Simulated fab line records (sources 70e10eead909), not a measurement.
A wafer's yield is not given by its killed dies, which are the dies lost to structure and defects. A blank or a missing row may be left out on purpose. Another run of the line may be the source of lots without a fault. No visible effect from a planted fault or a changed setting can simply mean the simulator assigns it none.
A lot that was struck, set against a sound lot    flow nandHarc    14 steps out of a route of 1302
Sound: wafers L541.2, L541.3, L541.5. Struck: wafer L551.5 (left out: L551.2, L551.4 of the same lot, which were not struck); the cause appears at the end.
Order at every step that has rows: each side's tool, ch and its chambers, its first start. Under that, the readings that differ: sound wafers    struck wafers    difference of the means    sigmas: that difference in standard deviations of wafers without a fault.
alike: words and numbers the same on both sides, and readings whose means are apart by under 2 such deviations; not compared: readings that were withheld, readings missing a value for some wafer, numbers with overlapping values and no deviation given by the record, and bounds like >300 which may hide the same value.
A row with sigmas, a row that says differs or no value, or rows on one side alone: a step with any of these is where the two part. Numbers that have no deviation but don't overlap get no sigmas and don't part them. Lack of a reading on every wafer of one side parts them only where that side has two or more wafers.

NHARC_A_CONTACT_ETCH_139: etches the open film in C4F8/O2/Ar, time 195 s, target depth 840 nm.
  sound on harCapEtch-02 ch 0,1, day 23 22:04; struck on harCapEtch-02 ch 0, day 27 05:49
  not compared: rfHoursCounterH
then, 1 step without rows for these wafers: NHARC_A_CONTACT_ETCH_92 (etches the open film in CH3F/O2, target depth 40 nm, time 85.7 s).
NHARC_A_CONTACT_ETCH_98: etches the open film in C4F6/O2, target depth 20 nm, time 10 s.
  sound on rieDiel-03 ch 0,2; struck on rieDiel-05 ch 2
  alike: drypumpMotorCurrentA, o2FlowSccm, oesProductAu, rfVppV, showerheadPlenumPTorr, throttleValvePct
  not compared: rfHoursCounterH
NHARC_A_CONTACT_CD_MEAS_15:
  sound on cdSem-02 at day 23 22:51; struck on cdSem-02 at day 27 06:32
  alike: cdNm
then, 3 steps without rows for these wafers: NHARC_A_CONTACT_STRIP_107 (strips in N2/H2); NHARC_A_CONTACT_STRIP_108 (strips in CF4/CHF3); NHARC_A_CONTACT_STRIP_109 (strips in O2/COS).
NHARC_A_CONTACT_ETCH_110: etches the open film in CF4/O2, target depth 60 nm, overetch 6 nm, time 33 s.
  sound on rieDiel-03 ch 1,3, day 23 23:08; struck on rieDiel-10 ch 0, day 27 06:50
  alike: drypumpMotorCurrentA, o2FlowSccm, oes_f_703_au, oesProductAu, rfVppV, showerheadPlenumPTorr, throttleValvePct
  not compared: rfHoursCounterH
NHARC_A_CONTACT_STRIP_26: strips in O2.
  sound on rieDiel-03 ch 1,2,3; struck on rieDiel-10 ch 3
reading              sound              struck  difference  sigmas
oesProductAu (a.u.)  1.005 1.006 0.998  0.986   -0.017      -2
  alike: drypumpMotorCurrentA, o2FlowSccm, rfVppV, showerheadPlenumPTorr, throttleValvePct
  not compared: rfHoursCounterH
then, 1 step without rows for these wafers: NHARC_A_CONTACT_STRIP_27 (strips in post etch residue remover, time 600 s).
NHARC_A_CONTACT_ALD_18: deposits TiN, target thk 3 nm, pulse time 1 s, ald cycles 150.
  sound on aldMetal-03 ch 0,1,2, day 23 23:50; struck on aldMetal-03 ch 2, day 27 07:31
  alike: heaterPowerW, precursorPulseHeightRel, susceptorTempC
then, 1 step without rows for these wafers: NHARC_A_CONTACT_CVD_19 (deposits W, target thk 300 nm, time 802 s).
NHARC_A_CONTACT_CMP_20: polishes, t overpolish 30 s, target thk 300 nm.
  sound on cmp-04 ch 0,1,3, day 24 02:47; struck on cmp-03 ch 0, day 27 08:38
reading              sound     struck  difference  sigmas
timeToEndpointS (s)  59 58 60  35      -24         -7
  alike: motorCurrentA, overpolishRunS
-- the record jumps here: 2 days lie between the struck wafers' starts before and after (it left off in module A_CONTACT and takes up again in module END, whose first step shown is number 1302 of the route) --
NHARC_END_SORT_01:
  sound on prober-01 ch 0, day 25 22:22; struck on prober-01 ch 0, day 29 09:17
reading        sound  struck  difference  sigmas
killedAtOther  4 2 3  0       -3          -3
  alike: killedAtArray, killedAtPeriphery, killedDies, killedOpen, killedShort

WHERE THEY PART
At NHARC_A_CONTACT_STRIP_26 first; at NHARC_END_SORT_01 last (within this record only).

WHY: whatever the simulator had introduced
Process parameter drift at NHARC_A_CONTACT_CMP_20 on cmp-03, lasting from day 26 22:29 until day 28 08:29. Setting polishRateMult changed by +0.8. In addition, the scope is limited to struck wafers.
